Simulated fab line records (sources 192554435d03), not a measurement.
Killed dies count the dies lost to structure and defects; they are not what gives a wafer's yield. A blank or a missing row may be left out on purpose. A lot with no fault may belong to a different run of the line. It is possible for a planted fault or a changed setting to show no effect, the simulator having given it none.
A lot that was struck, set against a sound lot ; flow n5 finfet ; 34 out of 1938 route steps
Sound: the wafers L959.1, L959.4, L959.5. Struck: wafers L964.1, L964.2, L964.3. The cause is named last.
Order at every step that has rows: each side's tool, ch and its chambers, its first start. Under that, the readings that differ: sound wafers ; struck wafers ; difference of the means ; sigmas: that difference in standard deviations of wafers without a fault.
alike: same words and numbers on both sides, and readings whose means sit less than 2 such deviations apart. not compared: any withheld reading, any reading some wafer has no value for, any bound like >300 that may hide the same value, and any number with overlapping values for which the record gives no deviation.
The two part at a step that has a row with sigmas, a row that says differs or no value, or rows on one side only. Non-overlapping numbers with no deviation appear without sigmas and do not part them. A reading missing from all wafers of one side parts the sides only when that side holds two or more wafers.

first, 11 steps without rows for these wafers: N5_BEOL_M14_STRIP_69 (strips in N2/H2); N5_BEOL_M14_TRENCH_ETCH_34 (etches SiO2 in C4F8/O2/Ar, target depth 556.65 nm, time 126.9 s); N5_BEOL_M14_STRIP_70 (strips in C4F8/O2/Ar); N5_BEOL_M14_STRIP_37 (strips in O2); N5_BEOL_M14_ETCH_38 (etches SiCN in CF4/N2, target depth 106.5 nm, time 120.6 s); N5_BEOL_M14_PRECLEAN_39 (cleans in residue remover, time 60 s); N5_BEOL_M14_SRD_40 (time 30 s, dry time 30 s); N5_BEOL_M14_DEGAS_41 (time 60 s); N5_BEOL_M14_PRE_CLEAN_42 (time 30 s); N5_BEOL_M14_SPUTTER_43 (material TaN, target thk 15 nm, time 24.19 s); N5_BEOL_M14_SPUTTER_44 (material Ta, target thk 15 nm, time 24.19 s).
N5_BEOL_M14_SPUTTER_45: material Cu, target thk 100 nm, time 16.67 s.
  sound: pvd sputter-02 at day 13 03:13; struck: pvd sputter-02 at day 14 05:46
  alike: throttle valve pct
then, 21 steps without rows for these wafers: N5_BEOL_M14_ECD_47 (material Cu, target thk 1248 nm); N5_BEOL_M14_ANNEAL_48 (time 90 s); N5_BEOL_M14_CMP_49 (polishes, stops on SiO2, t overpolish 5.2 s, target thk 560 nm); N5_BEOL_M14_PRE_CLEAN_52 (time 15 s); N5_BEOL_M14_DEP_53 (deposits SiCN from 3MS/NH3, target thk 50 nm, time 17.8 s); N5_BEOL_M15_ILD_DEP_00 (deposits SiO2 from TEOS/O2, target thk 1629.3 nm, time 346.1 s); N5_BEOL_M15_COAT_58 (time 60 s, resist thk 89 nm); N5_BEOL_M15_COAT_04 (resist thk 800 nm); N5_BEOL_M15_EBR_06; N5_BEOL_M15_SOFTBAKE_05 (time 60 s); N5_BEOL_M15_EXPOSE_07 (exposes mask V14); N5_BEOL_M15_PEB_08 (peb time 90 s); N5_BEOL_M15_DEVELOP_09 (develop time 45 s); N5_BEOL_M15_HARDBAKE_14 (time 120 s); N5_BEOL_M15_DESCUM_15 (chemistry O2, time 7.9 s); N5_BEOL_M15_ETCH_59 (etches BARC in N2/H2, target depth 89 nm, overetch 26.7 nm, time 67.9 s); N5_BEOL_M15_VIA_ETCH_16 (etches SiO2 in C4F8/O2/Ar, target depth 1792.2 nm); N5_BEOL_M15_STRIP_63 (strips in O2); N5_BEOL_M15_STRIP_64 (strips in O2); N5_BEOL_M15_STRIP_65 (strips in post etch residue remover, time 60 s); N5_BEOL_M15_SRD_66 (time 30 s, dry time 30 s).
N5_PASSIVATION_PROBE_49:
  sound: prober-02 at day 13 21:44; struck: prober-02 at day 15 05:27
reading;sound;struck;difference;sigmas
defect limited yield (%);91.5 93.5 90.3;85.4 82.9 84.2;-7.6;-5
killed_at_M4_up;6 9 10;99 151 132;+119;+21
killed dies;100 77 114;172 202 187;+90;+6
sort_bin_5_function (%);5.1 4.2 6.0;8.6 10.5 10.5;+4.8;+5
sort n pass;1080 1103 1066;1008 978 993;-90;-6
sort yield pct (%);91.5 93.5 90.3;85.4 82.9 84.2;-7.6;-5
  alike: killed_at_M0_to_M3, killed at contacts, killed at front end, killed at other, killed on rim, killed open, killed short, sort_bin_6_memory

== WHERE THEY PART ==
N5_PASSIVATION_PROBE_49 only, going by this record.

WHY: the cause the simulator had injected
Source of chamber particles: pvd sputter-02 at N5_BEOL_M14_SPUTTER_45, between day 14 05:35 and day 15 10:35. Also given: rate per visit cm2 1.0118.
